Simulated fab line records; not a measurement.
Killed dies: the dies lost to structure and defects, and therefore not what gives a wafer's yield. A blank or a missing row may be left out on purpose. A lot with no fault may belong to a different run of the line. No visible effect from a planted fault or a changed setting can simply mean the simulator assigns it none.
fab line records | flow nandHarc
[record] lots = 11 wafers = 33 lastDay = 34
route steps=1302 shown P_ZERO_WELL@16 P_STI@85 END@1302
lots that met no fault: taken from a fault-free run of the same line
startH: start of the lot's first displayed wafer, in hours after the record's first day | waitH: hours since the lot's step before | " unchanged from the row above | L1.1+2: a row that stands for several wafers | - no value, or no start given | * or withheld: withheld | < > ~ a bound
route shown NAME@n: NAME is a module with steps in the file, n the number in the route of the first one | usual: average and standard deviation across the fault-free wafers | same: alike in all rows | chamber/n: place in a boat | sites: readings site by site | _std_site: standard deviation across them | _edge_site: mean of outer sites minus mean of inner sites | radiusMm: how far each site lies from the wafer's centre | mask NAME#n: copy n | behind: the most recent tool/chamber to have shaped the wafer | hold: why the lot was held/for how many hours/how that ended | device: which transistor (n, p or np) failed to switch | end of line: tests of these same wafers at the route's end | step lacking rows: just its recipe | killed: dies that structure and defects cost at the first sort, which is not the same as the wafer's yield | map: shows each die of a wafer: x if killed, . if not, _ if none is there
set.NAME: the setting as run; set.NAME@STEP: as run at that earlier step | model.NAME: the simulator's own value behind a step, which no gauge read
steps of the route over a sample of lots; a table a step, a row a wafer
services: a tool's chamber out of use, with start hour (startH, from the record's first day; less than 0 if before it), hours out, and reason
[[steps]]
[step NHARC_P_ZERO_WELL_DESCUM_13]
[recipe] timeS = 3 o2FlowSccm = 200 arFlowSccm = 0 biasPowerW = 0 chemistry = O2
[usual] chamberPressureMTorr = 60.00/0.059 drypumpMotorCurrentA = 5.9/0.35 mfcArSccm = 0.007/0.012 oesProductAu = 1.003/0.013 rfVppV = 57.8/0.87 showerheadPlenumPTorr = 1.91/0.11 throttleValvePct = 11.311/0.009
[same] biasPowerW = 0
// columns lot.wafer tool chamber startH waitH chamberPressureMTorr drypumpMotorCurrentA mfcArSccm oesProductAu rfHoursCounterH rfVppV showerheadPlenumPTorr throttleValvePct
L327.1 rieDiel-10 1 81.38 - 59.88 5.2 0 0.990 1 59.0 1.98 11.310
L327.4 " 3 " " 60.10 5.9 0 0.981 2 56.3 1.80 11.317
L327.6 " 2 " " 60.06 5.7 0.023 0.999 - 56.7 1.93 11.302
L328.2 rieDiel-05 0 91.52 - 59.98 6.7 0 1.005 11 58.6 1.88 11.310
L328.1 " 1 " " 59.96 6.1 0 0.995 13 58.1 2.07 11.298
L328.5 " 0 " " 60.02 6.6 0 1.010 - 57.9 1.88 11.312
L331.2 rieDiel-11 3 121.40 - 60.01 6.0 0 1.004 11 57.6 1.94 11.317
L331.5 " 2 " " 60.01 6.1 0.000 0.981 - 58.6 2.07 11.313
L331.6 " 3 " " 60.03 6.0 0 1.009 - 58.9 1.94 11.309
L334.1 rieDiel-11 2 151.98 - 60.10 6.2 0.000 1.004 24 58.6 2.07 11.313
L334.3 " 0 " " 60.00 5.6 0.010 1.018 17 56.9 2.03 11.300
L334.6 " 3 " " 60.00 6.0 0 1.022 - 58.8 1.94 11.311
L335.4 rieDiel-05 1 161.31 - 59.97 6.1 0 1.006 31 58.4 2.07 11.301
L335.5 " 2 " " 60.13 6.2 0.044 1.010 - 57.6 1.82 11.306
L335.6 " 3 " " 60.14 5.9 0 1.022 - 58.2 1.81 11.329
L336.2 rieDiel-11 1 171.40 - 59.89 5.5 0.007 0.988 28 57.7 1.77 11.290
L336.4 " 2 " " 59.95 6.1 0.000 0.998 28 58.9 2.07 11.310
L336.5 " 0 " " 59.94 5.6 0.010 1.001 - 59.2 2.03 11.327
L337.3 rieDiel-11 0 181.34 - 59.94 5.6 0.010 1.006 26 59.6 2.02 11.323
L337.6 " 3 " " 59.95 6.0 0 1.007 - 58.1 1.93 11.314
L337.5 " 0 " " 59.88 5.6 0.010 1.013 - 57.8 2.02 11.302
L338.1 rieDiel-11 3 191.42 - 59.98 6.1 0 1.006 31 58.4 1.93 11.311
L338.2 " 0 " " 60.01 5.6 0.010 1.007 28 59.2 2.02 11.307
L338.5 " 2 " " 59.93 6.1 0.000 0.984 - 58.9 2.07 11.313
L341.2 rieDiel-10 0 221.40 - 60.02 5.7 0 1.003 54 58.3 1.92 11.321
L341.3 " 1 " " 59.98 5.1 0 1.018 49 57.4 1.97 11.298
L341.4 " 2 " " 60.05 5.7 0.023 1.021 57 57.7 1.91 11.295
L342.1 rieDiel-10 0 231.28 - 59.90 5.6 0 1.011 57 58.1 1.92 11.303
L342.2 " 2 " " 59.99 5.7 0.023 1.015 60 58.5 1.91 11.303
L342.5 " 3 " " 60.01 5.9 0 0.979 - 56.7 1.79 11.312
L343.1 rieDiel-11 2 241.27 - 60.02 6.1 0.000 1.004 44 58.0 2.06 11.304
L343.4 " 3 " " 60.09 6.0 0 1.022 45 56.3 1.93 11.313
L343.6 " 1 " " 60.02 5.5 0.007 0.993 - 58.5 1.77 11.324
[step NHARC_P_ZERO_WELL_EXPOSE_21]
[recipe] na = 0.6 targetCdNm = 720 doseMj = 22.31 maskId = P_NWELL
[usual] focusOffsetNm = -0.1/0.58
// columns lot.wafer tool chamber startH waitH mask focusOffsetNm
L327.1 krfScanner-02 0 82.65 - P_NWELL_R1#0 0.2
L327.4 " 0 " " P_NWELL_R1#0 -0.5
L327.6 " 0 " " P_NWELL_R1#0 -0.1
L328.1 krfScanner-04 0 92.62 - P_NWELL#0 -0.4
L328.2 " 0 " " P_NWELL#0 0.7
L328.5 " 0 " " P_NWELL#0 0.0
L331.2 krfScanner-02 0 122.44 - P_NWELL#0 0.6
L331.5 " 0 " " P_NWELL#0 -0.1
L331.6 " 0 " " P_NWELL#0 0.0
L334.1 krfScanner-03 0 153.14 - P_NWELL#0 -0.4
L334.3 " 0 " " P_NWELL#0 0.2
L334.6 " 0 " " P_NWELL#0 -0.9
L335.4 krfScanner-04 0 162.33 - P_NWELL#0 0.7
L335.5 " 0 " " P_NWELL#0 0.2
L335.6 " 0 " " P_NWELL#0 0.6
L336.2 krfScanner-02 0 172.42 - P_NWELL#0 -0.3
L336.4 " 0 " " P_NWELL#0 -0.6
L336.5 " 0 " " P_NWELL#0 -0.5
L337.3 krfScanner-02 0 182.30 - P_NWELL#0 0.5
L337.5 " 0 " " P_NWELL#0 -0.4
L337.6 " 0 " " P_NWELL#0 1.1
L338.1 krfScanner-04 0 192.45 - P_NWELL#0 -0.7
L338.2 " 0 " " P_NWELL#0 -1.3
L338.5 " 0 " " P_NWELL#0 -1.1
L341.2 krfScanner-02 0 222.46 - P_NWELL#0 -0.7
L341.3 " 0 " " P_NWELL#0 0.7
L341.4 " 0 " " P_NWELL#0 0.4
L342.1 krfScanner-03 0 232.30 - P_NWELL#0 0.4
L342.2 " 0 " " P_NWELL#0 0.2
L342.5 " 0 " " P_NWELL#0 0.5
L343.1 krfScanner-03 0 242.17 - P_NWELL#0 -0.4
L343.4 " 0 " " P_NWELL#0 -0.7
L343.6 " 0 " " P_NWELL#0 -0.8
[step NHARC_P_ZERO_WELL_CD_MEAS_24]
[recipe] targetCdNm = 720 landingEnergyEv = 500
[usual] cdNm = 721.7/2
// columns lot.wafer tool chamber startH waitH hold cdNm
L327.1 cdSem-01 0 82.81 - awaitDispo/0.2h/release 647.2
L327.4 " 0 " " awaitDispo/0.2h/release 645.7
L327.6 " 0 " " awaitDispo/0.2h/release 645.4
L327.1 cdSem-01 0 - - - 647.2
L327.4 " 0 " " - 645.8
L327.6 " 0 " " - 645.5
L328.1 cdSem-02 0 92.78 - - 722.5
L328.2 " 0 " " - 724.1
L328.5 " 0 " " - 722.2
L331.2 cdSem-01 0 122.60 - - 722.5
L331.5 " 0 " " - 720.6
L331.6 " 0 " " - 723.2
L334.1 cdSem-03 0 153.29 - - 722.0
L334.3 " 0 " " - 720.2
L334.6 " 0 " " - 718.2
L335.4 cdSem-02 0 162.48 - - 723.7
L335.5 " 0 " " - 722.1
L335.6 " 0 " " - 722.2
L336.2 cdSem-02 0 172.58 - - 721.4
L336.4 " 0 " " - 722.4
L336.5 " 0 " " - 721.5
L337.3 cdSem-02 0 182.45 - - 720.6
L337.5 " 0 " " - 720.9
L337.6 " 0 " " - 720.2
L338.1 cdSem-01 0 192.60 - - 719.6
L338.2 " 0 " " - 720.8
L338.5 " 0 " " - 722.4
L341.2 cdSem-03 0 222.62 - - 720.8
L341.3 " 0 " " - 722.5
L341.4 " 0 " " - 721.1
L342.1 cdSem-01 0 232.46 - - 718.5
L342.2 " 0 " " - 721.2
L342.5 " 0 " " - 718.1
L343.1 cdSem-02 0 242.32 - - 721.7
L343.4 " 0 " " - 725.5
L343.6 " 0 " " - 722.7
[step NHARC_P_ZERO_WELL_DESCUM_26]
[recipe] timeS = 3 o2FlowSccm = 200 arFlowSccm = 0 biasPowerW = 0 chemistry = O2
[usual] chamberPressureMTorr = 60.00/0.054 drypumpMotorCurrentA = 5.9/0.36 mfcArSccm = 0.008/0.015 oesProductAu = 1.005/0.012 rfVppV = 57.8/0.91 showerheadPlenumPTorr = 1.91/0.095 throttleValvePct = 11.310/0.0087
[same] biasPowerW = 0
// columns lot.wafer tool chamber startH waitH chamberPressureMTorr drypumpMotorCurrentA mfcArSccm oesProductAu rfHoursCounterH rfVppV showerheadPlenumPTorr throttleValvePct
L327.1 rieDiel-10 1 84.57 - 60.12 5.2 0 1.000 2 57.0 1.98 11.298
L327.4 " 2 " " 60.02 5.7 0.023 1.014 2 56.9 1.93 11.313
L327.6 " 1 " " 59.96 5.1 0 1.008 - 57.9 1.98 11.309
L328.2 rieDiel-05 1 92.94 - 59.93 6.1 0 1.000 13 57.9 2.07 11.296
L328.1 " 2 " " 60.06 6.2 0.044 1.006 15 57.0 1.83 11.310
L328.5 " 2 " " 59.98 6.1 0.044 0.995 - 56.7 1.83 11.319
L331.2 rieDiel-11 0 122.76 - 60.02 5.6 0.010 1.011 11 59.0 2.03 11.320
L331.6 " 0 " " 59.99 5.6 0.010 1.004 - 57.2 2.03 11.315
L331.5 " 1 " " 60.00 5.5 0.007 0.998 - 56.6 1.78 11.314
L334.3 rieDiel-05 1 153.47 - 60.01 6.1 0 0.997 29 58.9 2.07 11.299
L334.1 " 3 " " 60.02 5.9 0 1.020 33 57.3 1.81 11.311
L334.6 " 1 " " 60.10 6.1 0 0.997 - 59.4 2.07 11.307
L335.4 rieDiel-10 2 162.64 - 59.95 5.7 0.023 1.011 31 58.1 1.92 11.321
L335.5 " 1 " " 60.06 5.2 0 0.989 - 58.8 1.97 11.312
L335.6 " 2 " " 60.02 5.7 0.023 1.011 - 57.5 1.92 11.310
L336.4 rieDiel-11 0 172.76 - 59.94 5.6 0.010 1.012 23 59.5 2.02 11.313
L336.2 " 1 " " 60.07 5.5 0.007 0.995 28 57.6 1.77 11.301
L336.5 " 3 " " 59.99 6.0 0 1.027 - 58.4 1.93 11.317
L337.3 rieDiel-11 3 182.81 - 59.93 6.0 0 0.991 29 58.2 1.93 11.289
L337.5 " 3 " " 59.92 6.0 0 1.009 - 57.9 1.93 11.318
L337.6 " 0 " " 59.94 5.7 0.010 0.998 - 58.8 2.02 11.298
L338.2 rieDiel-05 3 192.77 - 59.92 5.9 0 1.024 44 58.7 1.81 11.298
L338.1 " 0 " " 60.00 6.6 0 1.011 41 56.9 1.87 11.307
L338.5 " 3 " " 60.02 5.9 0 1.020 - 56.3 1.81 11.299
L341.4 rieDiel-05 2 222.78 - 60.00 6.2 0.044 0.998 51 57.8 1.82 11.311
L341.3 " 0 " " 60.06 6.7 0 1.015 49 57.7 1.87 11.306
L341.2 " 1 " " 60.03 6.1 0 1.011 48 58.7 2.06 11.317
L342.1 rieDiel-11 3 232.62 - 59.97 6.0 0 1.007 43 60.1 1.93 11.312
L342.2 " 2 " " 60.01 6.1 0.000 0.997 42 58.8 2.06 11.322
L342.5 " 0 " " 60.03 5.6 0.010 1.018 - 58.9 2.02 11.316
L343.1 rieDiel-05 0 242.48 - 59.90 6.6 0 1.000 0 57.8 1.86 11.299
L343.4 " 3 " " 59.95 5.9 0 1.010 0 56.4 1.80 11.309
L343.6 " 1 " " 59.95 6.1 0 1.018 - 57.2 2.06 11.313
[step NHARC_P_STI_INSPECT_11]
[usual] rawDefectCount = 6.2/3
// columns lot.wafer tool chamber startH waitH rawDefectCount
L327.1 defectInspect-02 - 105.15 0.0 5
L327.4 " - " " 9
L327.6 " - " " 5
L328.1 defectInspect-01 - 113.77 0.0 4
L328.2 " - " " 4
L328.5 " - " " 4
L331.2 defectInspect-02 - 148.15 0.0 6
L331.5 " - " " 5
L331.6 " - " " 3
L334.1 defectInspect-02 - 176.65 0.0 3
L334.3 " - " " 6
L334.6 " - " " 6
L335.4 defectInspect-01 - 183.31 0.0 9
L335.5 " - " " 8
L335.6 " - " " 4
L336.2 defectInspect-02 - 195.77 0.0 4
L336.4 " - " " 6
L336.5 " - " " 3
L337.3 defectInspect-02 - 202.74 0.0 3
L337.5 " - " " 4
L337.6 " - " " 7
L338.1 defectInspect-02 - 214.23 0.0 3
L338.2 " - " " 4
L338.5 " - " " 7
L341.2 defectInspect-02 - 245.51 0.0 6
L341.3 " - " " 4
L341.4 " - " " 2
L342.1 defectInspect-02 - 255.20 0.0 7
L342.2 " - " " 11
L342.5 " - " " 6
L343.1 defectInspect-01 - 263.74 0.0 4
L343.4 " - " " 6
L343.6 " - " " 6
[step NHARC_END_SORT_01]
[recipe] tempC = 25
[usual] killedAtArray = 56/17 killedAtOther = 0.9/1.2 killedAtPeriphery = 3.9/2.5 killedDies = 61/17 killedOpen = 3.2/1.8 killedShort = 2.7/1.7
[same] grossDies = 677
// columns lot.wafer tool chamber startH waitH killedAtArray killedAtOther killedAtPeriphery killedDies killedOpen killedShort
L327.1 prober-02 0 632.12 2.5 51 0 18 69 3 4
L327.4 prober-02 0 634.47 3.3 46 1 14 61 2 0
L327.6 prober-02 0 636.04 3.9 51 0 12 63 2 2
// killed by level:class
L327.1 A_SLIT:chamberFilmFlake=25 A_CHANNEL_HOLE_D2:chamberFilmFlake=9 P_M1:chamberFilmFlake=5 P_ZERO_WELL:areaExpose=5 P_CONTACT:chamberFilmFlake=4 A_CHANNEL_HOLE_D1:chamberFilmFlake=3 A_CONTACT:chamberFilmFlake=3 A_ONON_D1:geometricParticle:short=2
L327.4 A_SLIT:chamberFilmFlake=19 A_CHANNEL_HOLE_D2:chamberFilmFlake=11 P_ZERO_WELL:areaExpose=8 A_STAIRCASE:chamberFilmFlake=6 A_CONTACT:chamberFilmFlake=4 P_CONTACT:chamberFilmFlake=3 P_M1:chamberFilmFlake=2 P_CONTACT:geometricParticle:open=1
L327.6 A_SLIT:chamberFilmFlake=30 A_CHANNEL_HOLE_D2:chamberFilmFlake=7 P_ZERO_WELL:areaExpose=5 A_STAIRCASE:chamberFilmFlake=4 P_CONTACT:chamberFilmFlake=3 A_ONON_D2:geometricParticle:short=2 A_CHANNEL_HOLE_D1:chamberFilmFlake=2 A_CHANNEL_FILL_D2:chamberFilmFlake=2
[[services]]
// columns tool chamber startH hours kind
krfScanner-02 - 59.08 5.9 repair
rieDiel-10 3 59.28 5.1 repair
rieDiel-11 0 60.27 - clean
rieDiel-11 1 60.27 - clean
rieDiel-11 2 60.27 - clean
rieDiel-11 3 60.27 - clean
rieDiel-10 - 65.67 9.0 pm
rieDiel-11 - 66.41 0.3 repair
rieDiel-11 - 78.55 9.0 pm
krfScanner-02 - 94.00 4.0 pm
krfScanner-02 - 98.32 1.5 repair
rieDiel-10 - 106.04 0.7 repair
rieDiel-10 2 120.65 10.4 repair
krfScanner-04 - 126.96 1.3 repair
rieDiel-11 0 135.50 8.6 repair
krfScanner-02 - 137.11 0.3 repair
krfScanner-02 - 166.60 0.2 repair
rieDiel-10 1 173.21 33.8 repair
krfScanner-02 - 180.28 1.2 repair
krfScanner-04 - 185.41 4.0 pm
rieDiel-11 2 209.85 5.9 repair
rieDiel-11 - 212.84 2.0 repair
krfScanner-03 - 224.00 4.0 pm
rieDiel-05 - 231.41 9.0 pm
[[key]]
[firstSign] step = NHARC_P_ZERO_WELL_EXPOSE_21 reading = mask direction = changed
[effect] step = NHARC_P_ZERO_WELL_CD_MEAS_24 reading = visit direction = added
[effect] step = NHARC_P_ZERO_WELL_CD_MEAS_24 reading = cdNm direction = down sigmas = 37 usual = 721.7 struck = 646.1
[effect] step = NHARC_END_SORT_01 reading = killedAtPeriphery direction = up sigmas = 4.3 usual = 3.9 struck = 14.7
metAt NHARC_P_ZERO_WELL_EXPOSE_21
struckLots L327
testerLeftOut L327
notActingAt NHARC_P_ZERO_WELL_DESCUM_13,NHARC_P_ZERO_WELL_DESCUM_26,NHARC_P_STI_INSPECT_11
[fault] kind = wrongMask tool = any chamber = - onsetH = 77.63 steps = NHARC_P_ZERO_WELL_EXPOSE_21 auxCopy = P_NWELL_R1#0 cdOffsetNm = -77.533 scope = struckLotsOnly
// testerLeftOut: of these lots the tester's yield and bins aren't shown, on N5 and GAA mostly nor the transistor test; their killed dies are dies lost to structure and defects alone, not to doping, threshold or leakage, so they don't give the yield
